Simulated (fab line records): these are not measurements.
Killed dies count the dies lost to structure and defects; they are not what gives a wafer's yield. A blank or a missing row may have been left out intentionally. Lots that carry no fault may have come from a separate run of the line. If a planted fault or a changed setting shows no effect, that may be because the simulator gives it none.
Problem report in the 8D (eight disciplines) form, filled by code    flow nand_harc    the parts of the form that need people (team, actions taken, sign-off) are left out

## 1. WHAT IS WRONG
At NHARC_P_ZERO_WELL_INSPECT_43, raw_defect_count averages 1098 over 6 wafers from 2 lots, while fault-free wafers read 12, standard deviation 6.2. That is +99 or more standard deviations from the usual mean.
The first sign was on wafer L717.2 at day 5 01:32, on defect_inspect-02. The record has a number at this step for 33 wafers belonging to 11 lots. Rule for "out", or "out of limits": more than 4 standard deviations from the usual mean. The rest of the wafers with a number are treated as sound.

## 2. WHAT THIS IS AND IS NOT
question                     is                      is not
which readings at this step  raw_defect_count        -
which lots                   L717, L718              L710, L712, L724, L725, L726, L727, L730, L732, L733
which wafers of those lots   all that have a number  -
read on which gauges         defect_inspect-02       defect_inspect-01
when                         from day 5 01:32        up to then (6 sound wafers); but 21 sound wafers of L724, L725, L726, L727, L730, L732, L733 came after

## 3. SUSPECTS, AND WHAT RULES EACH OUT
Counting: any tool at a process step up to the reading is kept as a suspect provided that every lot that is out went through it and no sound lot did after the first of them.
- the gauge at NHARC_P_ZERO_WELL_INSPECT_43: ruled out. All the wafers that are out were read on defect_inspect-02, but those of them that NHARC_END_SORT_01 has rows for are out there too, on other tools.
- krf_scanner-04 at NHARC_P_ZERO_WELL_EXPOSE_49 (exposes mask P HVPW, target cd 2000 nm): ruled out as a lasting fault. After its first lot that is out, L717 (day 4 23:32), sound lots L725, L727, L730 ran on it.
Left after counting: nothing in the record.

## 4. THE CAUSE (what the simulator had put in)
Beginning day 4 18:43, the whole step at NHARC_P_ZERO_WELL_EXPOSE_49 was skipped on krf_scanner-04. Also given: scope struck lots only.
The count ruled it out by mistake, since the rule takes a fault to strike every lot its tool runs from the start of the fault on, and this one did not do so.

## 5. THE CHAIN OF EFFECTS, in route order
Each row: a reading where the mean over the struck wafers with a number is more than 3 standard deviations away from the usual. Only readings whose record carries a usual standard deviation are examined. hours: median over the lots of the time between each lot's start at the first step of this table that gives one and its start at this step. sigmas: the change, counted in usual standard deviations.
hours  step                          reading              usual  on struck wafers  change  sigmas
0      NHARC_P_ZERO_WELL_INSPECT_43  raw_defect_count     12     1098              +1086   +99 or more
541    NHARC_END_SORT_01             killed_at_periphery  3.7    609.0             +605.3  +99 or more
541    NHARC_END_SORT_01             killed_dies          61     677               +616    +29
Readings that are blank on the struck wafers while sound wafers have them: exposure_dose_mJ_cm2 at NHARC_P_ZERO_WELL_EXPOSE_49; focus_offset_nm at NHARC_P_ZERO_WELL_EXPOSE_49; cd_nm at NHARC_P_ZERO_WELL_CD_MEAS_52.

## 6. HOW IT WOULD HAVE BEEN CAUGHT EARLIER
Counted from the fault's start at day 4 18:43, it took 7 hours until the first out-of-limits reading at a measuring or inspecting step in this record, taken at day 5 01:32.
Between NHARC_P_ZERO_WELL_EXPOSE_49 and NHARC_P_ZERO_WELL_INSPECT_43, NHARC_P_ZERO_WELL_CD_MEAS_52 gave no cd_nm on the struck wafers, where sound wafers have one: a measuring or inspecting step that comes back empty is itself a sign.
At NHARC_P_ZERO_WELL_EXPOSE_49 the tool's readings are blank on the struck wafers, where sound wafers have them: an empty tool record is the first sign, and it was there at once.
